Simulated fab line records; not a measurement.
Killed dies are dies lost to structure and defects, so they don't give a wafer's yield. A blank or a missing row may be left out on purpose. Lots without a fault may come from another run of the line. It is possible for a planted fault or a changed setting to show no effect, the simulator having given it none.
Which tool did it? | flow n5-finfet | 25 wafers from 9 lots sampled at 5 of the route's 1938 steps

## WHAT THE GAUGES READ, wafer by wafer
N5_BEOL_M1_INSPECT_30: inspects for defects (brightfield). Usual: raw-defect-count at 409, with a standard deviation of 90.
lot  | measured     | on                | raw-defect-count | flag
L307 | day 7 04:31  | defect-inspect-01 | 520 412 456      |
L310 | day 7 19:09  | defect-inspect-02 | 386 520 320      |
L312 | day 8 01:56  | defect-inspect-01 | 385 442 396      |
L311 | day 8 04:32  | defect-inspect-02 | 681 409          |
L313 | day 8 15:01  | defect-inspect-01 | 540 329          |
L314 | day 9 00:39  | defect-inspect-02 | 381 324 491      |
L322 | day 11 03:07 | defect-inspect-02 | 336 351 336      |
L323 | day 11 03:10 | defect-inspect-02 | 345 348 320      |
L324 | day 11 13:07 | defect-inspect-02 | 330 324 265      |

N5_BEOL_M4_RC_MEAS_101. Usual: CHAIN_V0 236 ohm/link, standard deviation 7.2; DIBL_N 36.1 mV/V, standard deviation 1.3; DIBL_P 36.3 mV/V, standard deviation 1.4; IOFF_N 0.162 nA/um, standard deviation 0.024; IOFF_P 0.22 nA/um, standard deviation 0.033; ION_N 674 uA/um, standard deviation 9.9; ION_P 464 uA/um, standard deviation 7.6; SS_N 71.6 mV/dec, standard deviation 0.53; SS_P 73.4 mV/dec, standard deviation 0.55; VT_N 249.4 mV, standard deviation 2.9; VT_P -249 mV, standard deviation 3.3.
lot  | measured     | on        | CHAIN_V0 (ohm/link) | DIBL_N (mV/V)  | DIBL_P (mV/V)  | IOFF_N (nA/um)    | IOFF_P (nA/um) | ION_N (uA/um) | ION_P (uA/um) | SS_N (mV/dec)  | SS_P (mV/dec)  | VT_N (mV)         | VT_P (mV)      | flag
L307 | day 8 19:02  | prober-01 | 230 230 231         | 36.3 35.9 36.3 | 35.9 35.8 35.8 | 0.191 0.176 0.186 | 0.26 0.26 0.26 | 679 675 693   | 470 474 477   | 71.9 72.2 71.1 | 74.5 74.1 73.0 | 246.7 245.9 243.3 | -245 -245 -245 |
L310 | day 9 10:22  | prober-01 | 242 244 250         | 36.7 36.6 37.6 | 37.3 36.2 37.2 | 0.166 0.155 0.177 | 0.20 0.20 0.21 | 670 672 670   | 454 460 452   | 70.2 71.3 71.9 | 72.8 72.9 73.0 | 248.5 248.3 248.4 | -250 -255 -252 |
L312 | day 9 17:50  | prober-02 | 233 243 233         | 37.9 35.1 38.3 | 37.5 34.0 38.2 | 0.204 0.141 0.203 | 0.28 0.21 0.29 | 696 682 680   | 474 466 475   | 72.1 71.1 72.4 | 74.5 72.9 74.3 | 243.4 251.4 243.4 | -244 -247 -246 |
L311 | day 10 02:18 | prober-01 | 201 237             | 35.7 36.3      | 34.1 35.7      | 0.153 0.169       | 0.20 0.23      | 668 689       | 464 473       | 71.3 72.2      | 72.7 73.8      | 248.3 248.7       | -248 -247      |
L313 | day 10 03:59 | prober-02 | 218 237             | 34.6 34.7      | 35.5 35.4      | 0.152 0.153       | 0.19 0.19      | 675 681       | 457 459       | 71.7 71.3      | 73.3 72.9      | 250.7 248.7       | -251 -253      |
L314 | day 10 09:19 | prober-02 | 234 214 241         | 36.2 36.2 37.2 | 36.2 36.2 36.9 | 0.166 0.165 0.177 | 0.23 0.22 0.23 | 671 677 674   | 459 466 461   | 72.4 71.5 72.1 | 73.4 72.8 73.6 | 247.3 249.8 249.9 | -250 -250 -247 |
L322 | day 12 14:11 | prober-01 | 231 243 234         | 36.3 35.4 35.9 | 37.8 36.1 36.8 | 0.179 0.161 0.170 | 0.21 0.19 0.20 | 675 675 675   | 465 458 458   | 72.1 71.5 71.7 | 73.6 73.7 73.9 | 247.6 248.0 250.0 | -250 -252 -250 |
L323 | day 12 20:35 | prober-02 | 234 243 253         | 38.8 36.9 37.9 | 38.9 36.9 38.3 | 0.210 0.172 0.193 | 0.26 0.23 0.24 | 690 682 681   | 472 468 466   | 72.5 72.1 71.6 | 74.0 73.4 74.0 | 246.8 248.5 247.4 | -249 -248 -249 |
L324 | day 13 13:46 | prober-02 | 245 243 235         | 35.8 33.6 36.4 | 34.9 32.3 36.6 | 0.142 0.111 0.154 | 0.22 0.18 0.24 | 675 654 683   | 465 461 470   | 71.0 71.4 71.3 | 72.7 72.7 73.4 | 249.5 252.1 250.5 | -246 -250 -246 |

## EACH LOT AND THE TOOL THAT RAN IT (in order: tool; ch and the chambers of the sampled wafers; start)
lot  | N5_BEOL_M1_ALD_98                 | N5_BEOL_M1_VIA_ETCH_34            | N5_BEOL_M1_STRIP_36
L307 | ald-sin-03 ch 1,2, day 7 04:41    | rie-diel-01 ch 1,2, day 7 05:30   | rie-diel-01 ch 1,2, day 7 05:34
L310 | ald-sin-03 ch 1,2,3, day 7 19:23  | rie-diel-04 ch 0,1,2, day 7 23:11 | rie-diel-04 ch 0,1,2, day 7 23:14
L312 | ald-sin-03 ch 0,2,3, day 8 02:07  | rie-diel-01 ch 1,3, day 8 06:44   | rie-diel-01 ch 1,3, day 8 06:48
L311 | ald-sin-03 ch 1,3, day 8 04:42    | rie-diel-03 ch 0,1, day 8 06:56   | rie-diel-03 ch 0,1, day 8 06:59
L313 | ald-sin-03 ch 0,1, day 8 15:20    | rie-diel-01 ch 0,3, day 8 18:30   | rie-diel-01 ch 0,3, day 8 18:34
L314 | ald-sin-03 ch 0,1,3, day 9 00:49  | rie-diel-04 ch 1,2,3, day 9 01:43 | rie-diel-04 ch 1,2,3, day 9 01:46
L322 | ald-sin-04 ch 0,1, day 11 03:19   | rie-diel-01 ch 1,3, day 11 03:35  | rie-diel-01 ch 1,3, day 11 03:38
L323 | ald-sin-01 ch 0,1,3, day 11 03:19 | rie-diel-04 ch 1,2, day 11 03:46  | rie-diel-04 ch 1,2, day 11 03:50
L324 | ald-sin-03 ch 0,1,2, day 11 13:16 | rie-diel-04 ch 1,2, day 11 18:13  | rie-diel-04 ch 1,2, day 11 18:17
- N5_BEOL_M1_ALD_98: deposits SiO2, target thk 2.5 nm, pulse time 1 s, co reactant pulse time 1 s.
- N5_BEOL_M1_VIA_ETCH_34: etches the open film in C4F6/O2, target depth 67.8 nm, time 64.4 s.
- N5_BEOL_M1_STRIP_36: strips in N2/H2.

## AS READ BY THE TOOLS THEMSELVES (means over the sampled wafers that have a number; for cases with no such wafer, the mark the record gives instead)
N5_BEOL_M1_ALD_98. Usual: heater-power-w 78 W, standard deviation 4.8; precursor-pulse-height-rel 1.002, standard deviation 0.018.
lot  | tool       | heater-power-w (W) | precursor-pulse-height-rel | flag
L307 | ald-sin-03 | 84                 | 0.995                      |
L310 | ald-sin-03 | 79                 | 0.999                      |
L312 | ald-sin-03 | 75                 | 0.991                      |
L311 | ald-sin-03 | 82                 | 0.990                      |
L313 | ald-sin-03 | 82                 | 1.016                      |
L314 | ald-sin-03 | 80                 | 1.020                      |
L322 | ald-sin-04 | 82                 | 1.009                      |
L323 | ald-sin-01 | 78                 | 0.996                      |
L324 | ald-sin-03 | 79                 | 1.025                      |

N5_BEOL_M1_VIA_ETCH_34. Usual: drypump-motor-current-A 5.6 A, standard deviation 0.31; oes_o_777_au 0.77 a.u., standard deviation 0.055; oes-product-au 0.76 a.u., standard deviation 0.053; rf-vpp-V 662 V, standard deviation 8; showerhead-plenum-p-Torr 2.75 Torr, standard deviation 0.11; throttle-valve-pct 30.62 %, standard deviation 0.25.
lot  | tool        | drypump-motor-current-A (A) | oes_o_777_au (a.u.) | oes-product-au (a.u.) | rf-vpp-V (V) | showerhead-plenum-p-Torr (Torr) | throttle-valve-pct (%) | flag
L307 | rie-diel-01 | 5.8                         | 0.79                | 0.78                  | 670          | 2.88                            | 30.26                  |
L310 | rie-diel-04 | 5.4                         | 0.74                | 0.72                  | 660          | 2.71                            | 30.75                  |
L312 | rie-diel-01 | 5.7                         | 0.74                | 0.75                  | 664          | 2.74                            | 30.76                  |
L311 | rie-diel-03 | 5.8                         | 0.83                | 0.82                  | 656          | 2.70                            | 30.67                  |
L313 | rie-diel-01 | 5.7                         | 0.79                | 0.79                  | 660          | 2.76                            | 30.66                  |
L314 | rie-diel-04 | 5.6                         | 0.75                | 0.74                  | 666          | 2.69                            | 30.74                  |
L322 | rie-diel-01 | 5.7                         | 0.73                | 0.72                  | 664          | 2.73                            | 30.78                  |
L323 | rie-diel-04 | 5.5                         | 0.74                | 0.72                  | 660          | 2.65                            | 30.80                  |
L324 | rie-diel-04 | 5.3                         | 0.71                | 0.70                  | 663          | 2.67                            | 30.98                  |

N5_BEOL_M1_STRIP_36. Usual: drypump-motor-current-A 5.6 A, standard deviation 0.3; oes-product-au 0.76 a.u., standard deviation 0.051; rf-vpp-V 58.7 V, standard deviation 1.4; showerhead-plenum-p-Torr 2.45 Torr, standard deviation 0.11; throttle-valve-pct 23.51 %, standard deviation 0.27.
lot  | tool        | drypump-motor-current-A (A) | oes-product-au (a.u.) | rf-vpp-V (V) | showerhead-plenum-p-Torr (Torr) | throttle-valve-pct (%) | flag
L307 | rie-diel-01 | 5.8                         | 0.78                  | 57.2         | 2.58                            | 23.15                  |
L310 | rie-diel-04 | 5.4                         | 0.72                  | 58.7         | 2.41                            | 23.70                  |
L312 | rie-diel-01 | 5.7                         | 0.75                  | 57.2         | 2.44                            | 23.51                  |
L311 | rie-diel-03 | 5.8                         | 0.82                  | 57.9         | 2.41                            | 23.67                  |
L313 | rie-diel-01 | 5.7                         | 0.79                  | 59.1         | 2.46                            | 23.40                  |
L314 | rie-diel-04 | 5.6                         | 0.74                  | 58.2         | 2.39                            | 23.63                  |
L322 | rie-diel-01 | 5.7                         | 0.73                  | 60.3         | 2.43                            | 23.54                  |
L323 | rie-diel-04 | 5.6                         | 0.71                  | 56.4         | 2.35                            | 23.57                  |
L324 | rie-diel-04 | 5.3                         | 0.70                  | 59.4         | 2.37                            | 23.87                  |

## THE ANSWER, worked out from the rows above alone
Rule: a lot counts as off when the mean over its wafers that have a number is more than 3 standard deviations away from the usual mean. Also off: a lot with no number at a reading for which 4 or more lots have one. The other lots that the step has rows for count as sound. First the gauges in route order, then the tools' own readings, where a lot's mean is used as printed above. At the first step where some lot is off, the reading lying furthest off is the one used; lots without a number count as furthest.
Nothing can be told from this: no lot is off at any reading shown.

## WHAT THE SIMULATOR HAD PUT IN
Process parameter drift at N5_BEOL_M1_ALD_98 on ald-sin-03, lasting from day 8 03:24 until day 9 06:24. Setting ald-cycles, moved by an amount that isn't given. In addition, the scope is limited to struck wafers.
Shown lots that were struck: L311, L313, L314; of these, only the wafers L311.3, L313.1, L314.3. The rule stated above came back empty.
